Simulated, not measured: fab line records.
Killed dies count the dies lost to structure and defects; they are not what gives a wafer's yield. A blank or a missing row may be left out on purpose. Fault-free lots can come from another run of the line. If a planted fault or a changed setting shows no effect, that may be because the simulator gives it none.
8D (eight disciplines) problem report, filled in by code | flow n5-finfet | the parts of the form that need people (team, actions taken, sign-off) are left out

## 1. PROBLEM STATEMENT
Wafers with no fault read 71.4 nm with a standard deviation of 1.9, whereas trench-depth-nm at N5_BEOL_M5_OCD_MEAS_38 reads a mean of 3.5 nm on 1 wafer of 1 lot. Relative to the usual mean, that is a shift of -36 standard deviations.
Seen first at day 8 21:11 on ocd-02, wafer L631.4. At this step, 19 wafers from 7 lots have a number in the record. Rule for "out", or "out of limits": more than 4 standard deviations from the usual mean. The rest of the wafers with a number are treated as sound.

## 2. WHAT THIS IS AND IS NOT
question                    | is               | is not
which readings at this step | trench-depth-nm  | -
which lots                  | L631             | L629, L630, L644, L647, L649, L650
which wafers of those lots  | L631.4           | L631.1, L631.6
read on which gauges        | ocd-02           | ocd-01
when                        | from day 8 21:11 | up to then (6 sound wafers); but 12 sound wafers of L644, L647, L649, L650 came after

## 3. SUSPECTS, AND WHAT RULES EACH OUT
Counting: any tool at a process step up to the reading remains a suspect provided it ran every lot that is out. Sound lots after the first of them don't rule it out here, since some wafers of a struck lot are sound.
- the gauge at N5_BEOL_M5_OCD_MEAS_38 has been ruled out. All the wafers that are out were read on ocd-02, but those of them that N5_BEOL_M5_VIA_ETCH_34 has rows for are out there too, on other tools.
- rie-diel-02 at N5_BEOL_M5_ETCH_62 (etches SOC in N2/H2, target depth 75 nm, overetch 15 nm, time 112.5 s): kept. It ran the lot that is out, L631 (day 8 18:46).
- rie-metal-03 at N5_BEOL_M5_HM_OPEN_17 (chemistry Cl2/BCl3, target TiN, target depth 20 nm, overetch 6 nm): kept. It processed L631, the lot that is out, at day 8 18:56, and its most recent sound lot before then was L630 at day 8 16:09.
- rie-diel-01 at N5_BEOL_M5_ETCH_67 (etches SiARC in CF4, target depth 15.6 nm, time 26 s): kept. It ran the lot that is out, L631 (day 8 20:49).
- rie-diel-01 at N5_BEOL_M5_VIA_ETCH_34 (etches SiCOH lowk in C4F6/O2, target depth 88.3 nm, time 39.2 s): kept. It ran the lot that is out, L631 (day 8 20:56). Out on those wafers are its own readings of oes-product-au.
- At N5_BEOL_M5_ETCH_62, inside rie-diel-02: chamber 3 took the wafers that are out, while their sound lot-mates went through chambers 1, 2.
- Within rie-metal-03 at N5_BEOL_M5_HM_OPEN_17: the wafers that are out ran in chamber 1; their sound lot-mates ran in chamber 0.
- Within rie-diel-01 at N5_BEOL_M5_ETCH_67: the wafers that are out ran in chamber 2; their sound lot-mates ran in chamber 1.
- Within rie-diel-01 at N5_BEOL_M5_VIA_ETCH_34: the wafers that are out ran in chamber 2; their sound lot-mates ran in chamber 1.
Left after counting: rie-diel-02 at N5_BEOL_M5_ETCH_62, rie-metal-03 at N5_BEOL_M5_HM_OPEN_17, rie-diel-01 at N5_BEOL_M5_ETCH_67, rie-diel-01 at N5_BEOL_M5_VIA_ETCH_34.

## 4. THE CAUSE (what the simulator had put in)
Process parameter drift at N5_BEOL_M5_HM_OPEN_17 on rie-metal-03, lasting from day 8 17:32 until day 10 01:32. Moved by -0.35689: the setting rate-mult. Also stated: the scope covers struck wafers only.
After counting, 4 suspects remain, this tool included.

## 5. THE EFFECT CHAIN, in route order
Rows list readings where the struck wafers' mean (over those with a number) sits beyond 3 standard deviations from the usual. Only readings whose record carries a usual standard deviation are examined. hours: median over the lots of the time between each lot's start at the first step of this table that gives one and its start at this step. sigmas: the change, counted in usual standard deviations.
hours | step                    | reading              | usual     | on struck wafers | change | sigmas
0     | N5_BEOL_M5_VIA_ETCH_34  | oes-product-au       | 0.76 a.u. | 0.31             | -0.45  | -5.2
0     | N5_BEOL_M5_OCD_MEAS_38  | trench-depth-nm      | 71.4 nm   | 3.5              | -67.9  | -36
101   | N5_PASSIVATION_PROBE_49 | defect-limited-yield | 91.8 %    | 3.2              | -88.6  | -59
101   | N5_PASSIVATION_PROBE_49 | killed_at_M4_up      | 13        | 1056             | +1043  | +99 or more
101   | N5_PASSIVATION_PROBE_49 | killed-dies          | 97        | 1142             | +1045  | +58
101   | N5_PASSIVATION_PROBE_49 | killed-on-rim        | 12        | 145              | +133   | +32
101   | N5_PASSIVATION_PROBE_49 | sort_bin_5_function  | 4.8 %     | 93.6             | +88.8  | +89
101   | N5_PASSIVATION_PROBE_49 | sort-n-pass          | 1083      | 38               | -1045  | -58
101   | N5_PASSIVATION_PROBE_49 | sort-yield-pct       | 91.8 %    | 3.2              | -88.6  | -59
Its process steps:
- N5_BEOL_M5_VIA_ETCH_34: etches SiCOH lowk in C4F6/O2, target depth 88.3 nm, time 39.2 s.
- N5_PASSIVATION_PROBE_49
Readings that are blank on the struck wafers while sound wafers have them: cd-nm at N5_BEOL_M5_CD_MEAS_35; M5_THK at N5_BEOL_M5_THK_MEAS_53.

## 6. WHAT WOULD HAVE CAUGHT IT SOONER
The first out-of-limits reading at a measuring or inspecting step in this record came at day 8 21:11, 4 hours after the fault's start at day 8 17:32.
No tool reading at N5_BEOL_M5_HM_OPEN_17 that has a usual standard deviation in the record was out on any struck wafer, so an alarm limit of 4 standard deviations on those readings would not have fired.
Lots out: 1; all had begun N5_BEOL_M5_HM_OPEN_17 on rie-metal-03 by day 8 21:11. Had the tool been put on hold then, not one of them would have been saved.
